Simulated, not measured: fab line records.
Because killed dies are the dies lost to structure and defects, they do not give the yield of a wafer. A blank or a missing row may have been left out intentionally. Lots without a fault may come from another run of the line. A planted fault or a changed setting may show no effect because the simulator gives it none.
Matching of chambers / flow nand-harc / NHARC_A_M1_DESCUM_14 on rie-diel-09 has 4 sister chambers
The step chemistry O2, time 3 s. 8 wafers are shown with their chamber, then 9 later ones without.

## EACH WAFER AND ITS CHAMBER
wafer=L080.5; chamber=3; drypump-motor-current-A (A)=6.0; rf-vpp-V (V)=58.4
wafer=L085.2; chamber=3; drypump-motor-current-A (A)=6.0; rf-vpp-V (V)=57.0
wafer=L085.6; chamber=1; drypump-motor-current-A (A)=5.2; rf-vpp-V (V)=58.2
wafer=L087.3; chamber=0; drypump-motor-current-A (A)=5.7; rf-vpp-V (V)=58.0
wafer=L087.5; chamber=2; drypump-motor-current-A (A)=6.5; rf-vpp-V (V)=58.9
wafer=L086.1; chamber=2; drypump-motor-current-A (A)=6.5; rf-vpp-V (V)=58.9
wafer=L086.5; chamber=0; drypump-motor-current-A (A)=5.7; rf-vpp-V (V)=57.4
wafer=L086.6; chamber=1; drypump-motor-current-A (A)=5.3; rf-vpp-V (V)=57.7

## WAFERS WITHOUT THEIR CHAMBER
wafer=L089.1; drypump-motor-current-A (A)=5.2; rf-vpp-V (V)=57.4
wafer=L089.3; drypump-motor-current-A (A)=5.6; rf-vpp-V (V)=60.4
wafer=L089.6; drypump-motor-current-A (A)=6.5; rf-vpp-V (V)=57.9
wafer=L092.2; drypump-motor-current-A (A)=5.2; rf-vpp-V (V)=58.1
wafer=L092.4; drypump-motor-current-A (A)=6.5; rf-vpp-V (V)=58.0
wafer=L092.5; drypump-motor-current-A (A)=6.0; rf-vpp-V (V)=56.5
wafer=L094.3; drypump-motor-current-A (A)=6.5; rf-vpp-V (V)=59.5
wafer=L094.4; drypump-motor-current-A (A)=5.2; rf-vpp-V (V)=59.2
wafer=L094.5; drypump-motor-current-A (A)=5.6; rf-vpp-V (V)=58.8

## WHICH CHAMBER EACH ONE RAN IN
wafer=L089.1; from the rows above=1; in truth=1
wafer=L089.3; from the rows above=0; in truth=0
wafer=L089.6; from the rows above=2; in truth=2
wafer=L092.2; from the rows above=1; in truth=1
wafer=L092.4; from the rows above=2; in truth=2
wafer=L092.5; from the rows above=3; in truth=3
wafer=L094.3; from the rows above=2; in truth=2
wafer=L094.4; from the rows above=1; in truth=1
wafer=L094.5; from the rows above=0; in truth=0
Correct placement for 9 of the 9. Number that these rows cannot place: 0. 0 placed wrongly.
How it was worked out, from the rows above alone: a wafer's distance from a chamber is the root of the sum, over the readings, of the square of ((its reading less the chamber's mean) divided by the reading's scatter). If the next closest chamber is less than 2 further off than the closest, the wafer can't be placed; otherwise it belongs to the closest. For every chamber, the mean is computed from those of its wafers that are shown. How the scatter is found: for the shown wafers, subtract from each reading the mean of its chamber, square and add these, divide the total by (wafers less chambers), then take the root.
